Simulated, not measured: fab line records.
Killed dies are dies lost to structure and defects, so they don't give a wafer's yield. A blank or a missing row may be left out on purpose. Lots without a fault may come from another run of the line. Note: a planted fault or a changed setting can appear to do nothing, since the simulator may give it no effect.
fab line records -- flow n5Finfet -- part 1 of 2: steps 1 to 3 of 6
[record] lots = 21, wafers = 63, lastDay = 19
route steps=1938 shown BEOL_M6@1232 BEOL_M7@1285
lots that met no fault: from a run of the same line without faults
startH: hours from the record's first day to the start of the lot's first wafer shown -- waitH: hours from the lot's prior step to this one -- " as in the row above -- L1.1+2: one row covering several wafers at once -- - value missing, or start not given -- * or withheld: withheld -- < > ~ a bound
route shown NAME@n: a module of which the file shows steps, and the number in the route of the first -- usual: average and standard deviation across the fault-free wafers -- same: alike in all rows -- chamber/n: place in a boat -- sites: the reading at each site -- _std_site: the values' standard deviation -- _edge_site: the outer-site mean with the inner-site mean subtracted -- radiusMm: for every site, how far away it sits from the centre of the wafer -- mask NAME#n: copy n -- behind: tool/chamber where the wafer was last shaped -- hold: what put the lot on hold/how long, in hours/how the hold closed -- device: transistor that didn't switch, given as n, p or np -- end of line: the route-end tests of the same wafers -- a step without rows: its recipe alone -- killed: dies lost to structure and defects at the first sort, not the wafer's yield -- map: shows each die of a wafer: x if killed, . if not, _ if none is there
set.NAME: setting as actually run; set.NAME@STEP: the setting as run at that earlier step -- model.NAME: the simulator's own value behind a step, which no gauge read
a sample of lots followed through the steps of the route, with each step as a table and each wafer as a row
services: a tool's chamber out of use, with start hour (startH, from the record's first day; less than 0 if before it), hours out, and reason
[[steps]]
[step N5_BEOL_M6_ETCH_65]
[recipe] chemistry = CF4, target = SiARC, targetDepthA = 156, maskMaterial = CAR-EUV, timeS = 26, ionEnergyEv = 80, pressureMtorr = 40, sourceW = 545, biasW = 36, Ar_flow_sccm = 100, cf4FlowSccm = 100, ends = cleared
[usual] biasW = 35.98/0.11, chamberPressureMTorr = 40.00/0.037, drypumpMotorCurrentA = 5.6/0.46, etchRfOnTimeS = 25.8/0.79, mfcArSccm = 99.99/0.27, oesProductAu = 0.70/0.072, rfVppV = 184.3/1.2, showerheadPlenumPTorr = 2.16/0.064, throttleValvePct = 15.57/0.24
lot.wafer,tool,chamber,startH,waitH,biasW,chamberPressureMTorr,drypumpMotorCurrentA,etchRfOnTimeS,mfcArSccm,oesProductAu,rfHoursCounterH,rfVppV,showerheadPlenumPTorr,throttleValvePct
L074.2,rieDiel-04,2,197.47,0.0,35.86,39.98,6.2,26.0,99.72,0.80,10,185.3,2.27,15.32
L074.3,rieDiel-04,1,197.47,0.0,36.17,40.02,5.7,25.4,100.14,0.64,185,183.6,2.13,15.75
L074.5,rieDiel-04,0,197.47,0.0,36.12,40.06,5.8,26.0,100.49,0.59,-,187.0,2.20,15.61
L075.3,rieDiel-02,3,202.00,0.0,36.06,39.98,5.7,25.7,99.89,0.79,16,183.3,2.10,15.30
L075.4,rieDiel-02,3,202.00,0.0,36.14,40.01,5.7,25.4,100.14,0.79,-,182.0,2.10,15.31
L075.6,rieDiel-02,0,202.00,0.0,36.05,39.97,6.3,24.7,99.70,0.71,-,185.3,2.17,15.86
L077.1,rieDiel-03,0,246.95,0.0,35.85,40.02,5.0,25.5,100.27,0.71,64,185.7,2.16,15.54
L077.2,rieDiel-03,3,246.95,0.0,36.10,40.01,4.9,26.0,99.63,0.75,31,185.5,2.27,15.40
L077.5,rieDiel-03,0,246.95,0.0,35.99,40.04,5.0,25.5,100.37,0.71,-,185.2,2.16,15.54
L078.2,rieDiel-02,3,251.38,0.0,36.04,40.06,5.7,26.0,99.67,0.75,34,182.3,2.10,15.34
L078.3,rieDiel-02,1,251.38,0.0,35.79,40.01,5.5,26.0,100.78,0.81,12,184.2,2.11,15.54
L078.6,rieDiel-02,0,251.38,0.0,36.00,39.96,6.3,25.6,100.19,0.69,-,184.2,2.16,15.90
L083.1,rieDiel-04,3,258.61,0.0,35.99,39.97,6.0,26.6,99.70,0.73,44,184.7,2.16,15.52
L083.2,rieDiel-04,1,258.61,0.0,36.05,40.02,5.7,25.0,100.13,0.63,205,183.4,2.12,15.80
L083.5,rieDiel-04,1,258.61,0.0,35.96,39.97,5.7,25.2,99.97,0.64,-,182.7,2.12,15.77
L076.1,rieDiel-03,0,258.67,0.0,35.96,39.98,5.0,25.1,100.02,0.71,68,183.1,2.16,15.56
L076.5,rieDiel-03,3,258.67,0.0,35.94,39.98,4.8,25.8,99.54,0.75,-,186.5,2.27,15.42
L076.6,rieDiel-03,0,258.67,0.0,36.02,40.04,5.0,25.1,100.18,0.70,-,184.5,2.16,15.56
L081.1,rieDiel-02,1,266.28,0.0,36.05,39.92,5.5,26.1,100.00,0.79,18,183.9,2.11,15.57
L081.2,rieDiel-02,2,266.28,0.0,36.14,40.03,5.2,26.0,99.84,0.63,154,185.4,2.21,15.41
L081.4,rieDiel-02,3,266.28,0.0,35.80,39.92,5.7,26.1,100.08,0.75,38,183.3,2.09,15.35
L080.1,rieDiel-04,3,267.85,0.0,35.70,40.02,6.0,26.7,99.51,0.74,48,184.5,2.16,15.53
L080.3,rieDiel-04,2,267.85,0.0,35.76,39.98,6.2,25.8,100.05,0.77,30,185.1,2.26,15.37
L080.4,rieDiel-04,0,267.85,0.0,35.88,40.02,5.8,25.7,100.06,0.59,240,184.9,2.19,15.65
L079.1,rieDiel-04,0,274.97,0.0,36.10,40.05,5.8,25.9,100.12,0.57,242,185.6,2.19,15.66
L079.2,rieDiel-04,2,274.97,0.0,36.04,39.96,6.2,25.8,100.34,0.75,31,186.1,2.26,15.39
L079.3,rieDiel-04,3,274.97,0.0,36.14,40.07,6.0,26.7,99.57,0.74,49,184.2,2.16,15.53
L082.1,rieDiel-03,3,278.61,0.0,35.96,39.99,4.8,26.0,99.86,0.74,43,187.1,2.26,15.42
L082.2,rieDiel-03,0,278.61,0.0,36.02,40.01,5.0,25.3,100.40,0.70,75,184.7,2.16,15.58
L082.5,rieDiel-03,0,278.61,0.0,35.85,40.05,5.0,25.1,100.33,0.70,-,184.0,2.16,15.57
L086.1,rieDiel-04,1,298.12,0.0,35.99,39.94,5.7,25.4,100.36,0.62,217,184.2,2.11,15.82
L086.2,rieDiel-04,3,298.12,0.0,35.86,40.00,6.0,26.7,100.08,0.73,56,185.4,2.16,15.55
L086.4,rieDiel-04,0,298.12,0.0,35.88,40.03,5.8,26.3,100.10,0.58,248,184.6,2.19,15.65
L085.3,rieDiel-03,0,298.25,0.0,35.97,40.06,5.0,25.0,100.03,0.70,83,185.2,2.16,15.59
L085.5,rieDiel-03,2,298.25,0.0,36.10,40.02,5.2,25.1,100.02,0.60,-,183.3,2.04,16.00
L085.6,rieDiel-03,1,298.25,0.0,35.84,39.95,5.8,26.5,100.14,0.80,-,183.7,2.10,15.11
L087.4,rieDiel-03,2,299.75,0.0,35.98,40.01,5.2,25.2,99.78,0.60,225,183.2,2.04,16.00
L087.5,rieDiel-03,3,299.75,0.0,36.04,40.01,4.8,26.2,99.87,0.73,-,184.7,2.26,15.43
L087.6,rieDiel-03,0,299.75,0.0,36.03,40.03,5.0,25.0,100.24,0.70,-,182.9,2.16,15.60
L088.1,rieDiel-03,0,300.14,0.0,35.95,39.97,5.0,25.3,99.96,0.69,83,183.9,2.16,15.59
L088.2,rieDiel-03,2,300.14,0.0,36.00,40.03,5.2,25.7,99.96,0.59,225,183.0,2.04,16.00
L088.4,rieDiel-03,3,300.14,0.0,35.94,40.01,4.8,26.4,100.18,0.72,50,186.1,2.26,15.45
L091.1,rieDiel-02,0,316.08,0.0,36.08,39.98,6.3,25.4,99.75,0.67,129,184.3,2.15,15.94
L091.3,rieDiel-02,3,316.08,0.0,35.98,40.00,5.7,26.2,100.13,0.72,56,184.2,2.09,15.39
L091.6,rieDiel-02,0,316.08,0.0,36.13,39.98,6.3,25.6,100.05,0.67,-,183.6,2.15,15.95
L090.1,rieDiel-04,0,339.13,0.0,35.99,40.04,5.8,24.0,100.17,0.86,5,185.8,2.19,15.18
L090.2,rieDiel-04,3,339.13,0.0,36.03,40.00,6.0,26.4,100.36,0.71,73,183.0,2.15,15.56
L090.4,rieDiel-04,2,339.13,0.0,35.95,40.01,6.2,26.1,99.65,0.72,55,184.8,2.26,15.44
L094.1,rieDiel-03,0,345.24,0.0,36.01,40.00,5.0,25.1,100.02,0.68,95,183.2,2.15,15.61
L094.2,rieDiel-03,3,345.24,0.0,35.95,39.97,4.8,26.2,99.84,0.71,63,186.1,2.26,15.46
L094.5,rieDiel-03,0,345.24,0.0,36.05,40.05,5.0,25.2,100.34,0.68,-,184.3,2.15,15.59
L092.3,rieDiel-02,1,345.24,0.0,35.84,39.99,5.5,25.6,99.65,0.76,44,184.5,2.10,15.61
L092.4,rieDiel-02,2,345.24,0.0,36.06,39.99,5.2,25.7,99.84,0.61,-,185.1,2.20,15.47
L092.5,rieDiel-02,0,345.24,0.0,35.89,39.98,6.3,25.0,100.33,0.66,-,183.2,2.15,15.97
L095.1,rieDiel-02,1,351.32,0.0,36.01,40.01,5.5,25.6,99.38,0.75,48,183.9,2.10,15.61
L095.5,rieDiel-02,2,351.32,0.0,35.89,40.04,5.2,26.0,100.04,0.61,-,184.9,2.20,15.47
L095.6,rieDiel-02,1,351.32,0.0,36.05,39.97,5.5,25.6,99.93,0.76,-,183.1,2.10,15.61
L096.3,rieDiel-04,0,365.73,0.0,35.73,39.94,5.8,24.4,99.91,0.82,15,184.0,2.18,15.20
L096.5,rieDiel-04,3,365.73,0.0,36.08,39.98,6.0,26.9,99.69,0.69,-,184.0,2.15,15.59
L096.6,rieDiel-04,0,365.73,0.0,36.06,39.96,5.8,24.2,99.99,0.82,-,184.6,2.18,15.18
L097.1,rieDiel-04,0,369.36,0.0,36.00,40.03,5.8,24.5,100.04,0.82,17,185.3,2.18,15.20
L097.3,rieDiel-04,2,369.36,0.0,35.77,39.95,6.2,26.3,100.09,0.71,67,186.9,2.25,15.46
L097.5,rieDiel-04,1,369.36,0.0,35.97,40.00,5.7,25.2,99.64,0.61,-,182.6,2.11,15.87
[step N5_BEOL_M6_ETCH_66]
[recipe] chemistry = N2/H2, target = SOC, targetDepthA = 800, overetchA = 160, maskMaterial = SiARC, tempC = 40, timeS = 120, ionEnergyEv = 200, pressureMtorr = 30, sourceW = 840, biasW = 150, n2FlowSccm = 200, h2FlowSccm = 200
[usual] biasW = 150.1/0.42, chamberPressureMTorr = 30.002/0.028, drypumpMotorCurrentA = 5.6/0.46, n2FlowSccm = 200.0/0.55, oesProductAu = 0.62/0.064, rfVppV = 524.5/2.4, showerheadPlenumPTorr = 2.56/0.087, throttleValvePct = 17.74/0.22
lot.wafer,tool,chamber,startH,waitH,biasW,chamberPressureMTorr,drypumpMotorCurrentA,n2FlowSccm,oesProductAu,rfHoursCounterH,rfVppV,showerheadPlenumPTorr,throttleValvePct
L074.2,rieDiel-04,2,197.50,0.0,150.8,29.955,6.2,200.6,0.72,10,529.1,2.70,17.56
L074.3,rieDiel-04,1,197.50,0.0,149.7,30.022,5.7,199.6,0.57,185,522.6,2.54,17.99
L074.5,rieDiel-04,0,197.50,0.0,149.6,30.027,5.8,200.1,0.53,-,525.3,2.65,17.97
L075.3,rieDiel-02,3,202.03,0.0,150.2,30.012,5.7,199.7,0.70,16,523.7,2.46,17.26
L075.4,rieDiel-02,3,202.03,0.0,149.4,30.031,5.7,199.1,0.70,-,522.0,2.46,17.29
L075.6,rieDiel-02,0,202.03,0.0,150.0,30.028,6.3,199.5,0.62,-,525.8,2.54,17.77
L077.1,rieDiel-03,0,246.98,0.0,149.8,29.987,5.0,200.2,0.63,64,526.1,2.55,17.53
L077.2,rieDiel-03,3,246.98,0.0,149.7,29.927,4.8,200.0,0.67,31,528.2,2.70,17.59
L077.5,rieDiel-03,0,246.98,0.0,150.3,29.972,5.0,200.1,0.63,-,523.7,2.55,17.54
L078.2,rieDiel-02,3,251.41,0.0,150.2,30.013,5.7,201.7,0.68,34,521.7,2.46,17.30
L078.3,rieDiel-02,1,251.41,0.0,149.4,30.011,5.5,198.7,0.72,12,523.2,2.52,17.92
L078.6,rieDiel-02,0,251.41,0.0,149.6,30.026,6.3,200.8,0.60,-,525.6,2.53,17.79
L083.1,rieDiel-04,3,258.63,0.0,150.4,30.031,6.0,200.4,0.67,44,525.1,2.60,17.85
L083.2,rieDiel-04,1,258.63,0.0,150.4,30.011,5.7,200.2,0.56,205,522.9,2.53,18.04
L083.5,rieDiel-04,1,258.63,0.0,149.7,29.983,5.7,200.4,0.56,-,523.5,2.53,18.03
L076.1,rieDiel-03,0,258.70,0.0,149.7,30.017,5.0,200.4,0.63,68,524.9,2.55,17.54
L076.5,rieDiel-03,3,258.70,0.0,149.2,30.015,4.9,200.9,0.68,-,528.3,2.70,17.59
L076.6,rieDiel-03,0,258.70,0.0,149.8,29.977,5.0,200.3,0.62,-,525.0,2.55,17.55
L081.1,rieDiel-02,1,266.30,0.0,149.9,29.985,5.4,199.7,0.72,18,523.4,2.51,17.94
L081.2,rieDiel-02,2,266.30,0.0,150.1,29.960,5.3,199.7,0.56,154,527.9,2.63,17.62
L081.4,rieDiel-02,3,266.30,0.0,149.9,29.972,5.7,199.5,0.68,38,522.2,2.45,17.32
L080.1,rieDiel-04,3,267.88,0.0,150.1,29.994,6.0,200.4,0.66,48,525.2,2.60,17.85
L080.3,rieDiel-04,2,267.88,0.0,150.0,29.958,6.2,199.7,0.68,30,528.3,2.70,17.60
L080.4,rieDiel-04,0,267.88,0.0,150.8,30.025,5.8,199.6,0.52,240,527.2,2.64,17.98
L079.1,rieDiel-04,0,275.00,0.0,150.0,29.987,5.8,199.3,0.53,242,524.5,2.64,17.99
L079.2,rieDiel-04,2,275.00,0.0,149.9,30.009,6.2,200.2,0.68,31,528.0,2.70,17.60
L079.3,rieDiel-04,3,275.00,0.0,150.0,30.039,6.0,200.4,0.67,49,525.9,2.60,17.87
L082.1,rieDiel-03,3,278.64,0.0,149.7,29.995,4.9,200.2,0.66,43,527.2,2.69,17.61
L082.2,rieDiel-03,0,278.64,0.0,150.1,30.022,5.0,199.6,0.62,76,526.4,2.55,17.57
L082.5,rieDiel-03,0,278.64,0.0,149.5,30.007,5.0,199.8,0.62,-,525.5,2.55,17.55
L086.1,rieDiel-04,1,298.15,0.0,150.0,29.984,5.7,199.3,0.55,217,522.3,2.53,18.06
L086.2,rieDiel-04,3,298.15,0.0,150.5,29.998,6.0,199.8,0.66,56,523.8,2.60,17.87
L086.4,rieDiel-04,0,298.15,0.0,150.2,29.979,5.8,200.4,0.52,248,524.8,2.63,17.99
L085.3,rieDiel-03,0,298.28,0.0,149.8,30.012,5.0,200.2,0.61,83,523.8,2.54,17.57
L085.5,rieDiel-03,2,298.28,0.0,149.9,29.977,5.2,199.7,0.54,-,520.1,2.39,17.96
L085.6,rieDiel-03,1,298.28,0.0,149.8,30.035,5.8,198.4,0.72,-,523.6,2.49,17.39
L087.4,rieDiel-03,2,299.78,0.0,149.9,29.961,5.3,199.9,0.53,225,520.8,2.39,17.96
L087.5,rieDiel-03,3,299.78,0.0,151.0,29.977,4.9,200.2,0.65,-,527.2,2.69,17.62
L087.6,rieDiel-03,0,299.78,0.0,150.8,30.002,5.0,200.1,0.61,-,523.9,2.54,17.58
L088.1,rieDiel-03,0,300.17,0.0,148.9,30.015,5.0,199.4,0.61,83,525.5,2.54,17.58
L088.2,rieDiel-03,2,300.17,0.0,149.8,29.995,5.3,200.0,0.52,225,519.9,2.39,17.96
L088.4,rieDiel-03,3,300.17,0.0,150.8,29.989,4.9,199.6,0.65,50,528.0,2.69,17.65
L091.1,rieDiel-02,0,316.11,0.0,150.6,29.985,6.3,199.4,0.60,129,524.1,2.52,17.86
L091.3,rieDiel-02,3,316.11,0.0,149.8,29.989,5.7,199.5,0.65,56,523.1,2.45,17.33
L091.6,rieDiel-02,0,316.11,0.0,150.4,29.979,6.3,199.6,0.59,-,524.1,2.52,17.86
L090.1,rieDiel-04,0,339.16,0.0,150.9,29.945,5.8,199.4,0.73,5,525.7,2.63,17.57
L090.2,rieDiel-04,3,339.16,0.0,149.3,29.979,6.0,200.7,0.65,73,525.3,2.59,17.89
L090.4,rieDiel-04,2,339.16,0.0,150.7,30.011,6.2,200.1,0.65,55,527.7,2.69,17.65
L094.1,rieDiel-03,0,345.27,0.0,150.0,29.972,5.0,199.8,0.60,95,524.2,2.54,17.62
L094.2,rieDiel-03,3,345.27,0.0,150.0,30.027,4.9,200.1,0.64,63,528.1,2.69,17.65
L094.5,rieDiel-03,0,345.27,0.0,149.8,29.978,5.0,199.5,0.60,-,525.6,2.54,17.60
L092.3,rieDiel-02,1,345.27,0.0,150.5,29.975,5.5,200.1,0.67,44,521.9,2.50,17.97
L092.4,rieDiel-02,2,345.27,0.0,150.0,30.001,5.2,199.0,0.54,-,526.9,2.62,17.65
L092.5,rieDiel-02,0,345.27,0.0,150.2,29.997,6.3,200.1,0.59,-,523.2,2.52,17.89
L095.1,rieDiel-02,1,351.35,0.0,150.2,30.021,5.5,200.0,0.67,48,522.1,2.50,17.98
L095.5,rieDiel-02,2,351.35,0.0,150.3,30.036,5.2,199.5,0.54,-,527.1,2.61,17.67
L095.6,rieDiel-02,1,351.35,0.0,149.9,30.047,5.5,200.0,0.67,-,524.1,2.50,17.97
L096.3,rieDiel-04,0,365.76,0.0,150.0,29.991,5.8,199.8,0.70,15,525.4,2.63,17.59
L096.5,rieDiel-04,3,365.76,0.0,150.1,30.009,6.0,201.5,0.63,-,525.1,2.59,17.91
L096.6,rieDiel-04,0,365.76,0.0,149.6,30.015,5.8,199.7,0.71,-,525.3,2.63,17.60
L097.1,rieDiel-04,0,369.39,0.0,151.6,30.054,5.8,201.0,0.71,17,525.1,2.62,17.60
L097.3,rieDiel-04,2,369.39,0.0,150.2,30.009,6.2,200.2,0.64,67,528.2,2.68,17.66
L097.5,rieDiel-04,1,369.39,0.0,149.8,30.019,5.7,199.7,0.54,-,521.7,2.52,18.11
[step N5_BEOL_M6_INSPECT_58]
[recipe] inspectInstrument = darkfield, mode = postDep
[usual] rawDefectCount = 76/25
lot.wafer,tool,chamber,startH,waitH,rawDefectCount
L074.2,defectInspect-02,-,200.20,0.0,55
L074.3,defectInspect-02,-,200.20,0.0,69
L074.5,defectInspect-02,-,200.20,0.0,78
L075.3,defectInspect-01,-,204.77,0.0,77
L075.4,defectInspect-01,-,204.77,0.0,76
L075.6,defectInspect-01,-,204.77,0.0,79
L077.1,defectInspect-01,-,252.49,0.0,48
L077.2,defectInspect-01,-,252.49,0.0,88
L077.5,defectInspect-01,-,252.49,0.0,48
L078.2,defectInspect-02,-,254.27,0.0,49
L078.3,defectInspect-02,-,254.27,0.0,74
L078.6,defectInspect-02,-,254.27,0.0,68
L083.1,defectInspect-02,-,262.37,0.0,64
L083.2,defectInspect-02,-,262.37,0.0,67
L083.5,defectInspect-02,-,262.37,0.0,68
L076.1,defectInspect-02,-,262.55,0.0,82
L076.5,defectInspect-02,-,262.55,0.0,92
L076.6,defectInspect-02,-,262.55,0.0,96
L081.1,defectInspect-01,-,269.39,0.0,89
L081.2,defectInspect-01,-,269.39,0.0,71
L081.4,defectInspect-01,-,269.39,0.0,61
L080.1,defectInspect-02,-,272.39,0.0,25
L080.3,defectInspect-02,-,272.39,0.0,46
L080.4,defectInspect-02,-,272.39,0.0,52
L079.1,defectInspect-01,-,279.31,0.0,54
L079.2,defectInspect-01,-,279.31,0.0,59
L079.3,defectInspect-01,-,279.31,0.0,81
L082.1,defectInspect-01,-,281.63,0.0,126
L082.2,defectInspect-01,-,281.63,0.0,156
L082.5,defectInspect-01,-,281.63,0.0,93
L086.1,defectInspect-02,-,301.42,0.0,67
L086.2,defectInspect-02,-,301.42,0.0,90
L086.4,defectInspect-02,-,301.42,0.0,61
L085.3,defectInspect-01,-,301.71,0.0,113
L085.5,defectInspect-01,-,301.71,0.0,56
L085.6,defectInspect-01,-,301.71,0.0,67
L087.4,defectInspect-01,-,304.29,0.0,77
L087.5,defectInspect-01,-,304.29,0.0,59
L087.6,defectInspect-01,-,304.29,0.0,73
L088.1,defectInspect-01,-,304.58,0.0,106
L088.2,defectInspect-01,-,304.58,0.0,96
L088.4,defectInspect-01,-,304.58,0.0,57
L091.1,defectInspect-02,-,319.84,0.2,38
L091.3,defectInspect-02,-,319.84,0.2,53
L091.6,defectInspect-02,-,319.84,0.2,75
L090.1,defectInspect-01,-,342.22,0.0,48
L090.2,defectInspect-01,-,342.22,0.0,70
L090.4,defectInspect-01,-,342.22,0.0,83
L094.1,defectInspect-02,-,349.20,0.0,62
L094.2,defectInspect-02,-,349.20,0.0,68
L094.5,defectInspect-02,-,349.20,0.0,66
L092.3,defectInspect-02,-,349.45,0.0,93
L092.4,defectInspect-02,-,349.45,0.0,61
L092.5,defectInspect-02,-,349.45,0.0,103
L095.1,defectInspect-02,-,355.89,0.0,72
L095.5,defectInspect-02,-,355.89,0.0,64
L095.6,defectInspect-02,-,355.89,0.0,59
L096.3,defectInspect-02,-,370.66,0.0,76
L096.5,defectInspect-02,-,370.66,0.0,70
L096.6,defectInspect-02,-,370.66,0.0,56
L097.1,defectInspect-02,-,372.91,0.0,129
L097.3,defectInspect-02,-,372.91,0.0,72
L097.5,defectInspect-02,-,372.91,0.0,94
